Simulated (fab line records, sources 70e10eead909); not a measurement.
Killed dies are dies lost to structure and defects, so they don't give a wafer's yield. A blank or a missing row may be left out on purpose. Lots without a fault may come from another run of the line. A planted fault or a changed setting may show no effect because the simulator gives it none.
Problem report in the 8D (eight disciplines) form, filled by code | flow nand_harc | the parts of the form that need people (team, actions taken, sign-off) are left out

1. THE PROBLEM
thk_nm at NHARC_A_ONON_D1_THK_MEAS_24 reads a mean of 1458 nm on 3 wafers of 3 lots; wafers without a fault read 1001 nm with a standard deviation of 8.4. That is +54 standard deviations from the usual mean.
The step: measures by ellipsometry.
First seen on wafer L630.3, day 10 10:19, on film_metro-01. The record holds 43 wafers of 15 lots with a number at this step. Rule for "out", or "out of limits": more than 4 standard deviations from the usual mean. The other wafers with a number count as sound.

2. WHAT IT IS AND WHAT IT IS NOT
question                    | is                           | is not
which readings at this step | thk_nm                       | -
which lots                  | L630, L631, L633             | L621, L622, L623, L624, L625, L634, L635, L636, L638, L640, L642, L643
which wafers of those lots  | L630.3, L631.5, L633.5       | L630.1, L630.6, L631.6, L633.6
read on which gauges        | film_metro-01, film_metro-02 | -
when                        | from day 10 10:19            | up to then (17 sound wafers); but 23 sound wafers of L631, L633, L634, L635, L636, L638, L640, L642, L643 came after

3. SUSPECTS, AND WHAT RULES EACH OUT
Counting: a tool at a process step up to the reading stays a suspect if it ran every lot that is out. Sound lots after the first of them don't rule it out here, since some wafers of a struck lot are sound.
- the gauge at NHARC_A_ONON_D1_THK_MEAS_24: ruled out. The wafers that are out were read on 2 gauges (film_metro-01, film_metro-02).
- pecvd_onon-03 at NHARC_A_ONON_D1_DEP_22 (target thk 1000 nm): kept. It ran every lot that is out, first L630 (day 10 09:49); its last sound lot up to then is L625 (day 9 00:23).
Left after counting: pecvd_onon-03 at NHARC_A_ONON_D1_DEP_22.

4. THE CAUSE (what the simulator had put in)
Process parameter drift: pecvd_onon-03, from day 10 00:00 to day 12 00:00, at NHARC_A_ONON_D1_DEP_22. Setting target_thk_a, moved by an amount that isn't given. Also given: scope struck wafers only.
Counting left only this tool.

5. THE CHAIN OF EFFECTS, in route order
Each row: a reading whose mean over the struck wafers that have a number lies more than 3 standard deviations from the usual. Only readings for which the record gives a usual standard deviation are gone through. hours: the time from each lot's start at the first step in this table that gives one to its start at this step, as a median over the lots. sigmas: the change in usual standard deviations.
hours | step                        | reading         | usual   | on struck wafers | change | sigmas
0     | NHARC_A_ONON_D1_THK_MEAS_24 | thk_nm          | 1001 nm | 1458             | +457   | +54
322   | NHARC_END_SORT_01           | killed_at_array | 26      | 673              | +647   | +59
322   | NHARC_END_SORT_01           | killed_dies     | 29      | 677              | +648   | +59

6. WHAT WOULD HAVE CAUGHT IT SOONER
In this record the first reading out of limits at a measuring or inspecting step was taken at day 10 10:19, 10 hours after the fault began at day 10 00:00.
Of the tool readings at NHARC_A_ONON_D1_DEP_22 for which the record gives a usual standard deviation, none was out on any struck wafer, so an alarm limit of 4 standard deviations on them would not have fired.
Of the lots that are out (3), L631, L633 began NHARC_A_ONON_D1_DEP_22 on pecvd_onon-03 after day 10 10:19. A hold on the tool at that time would have spared those 2.
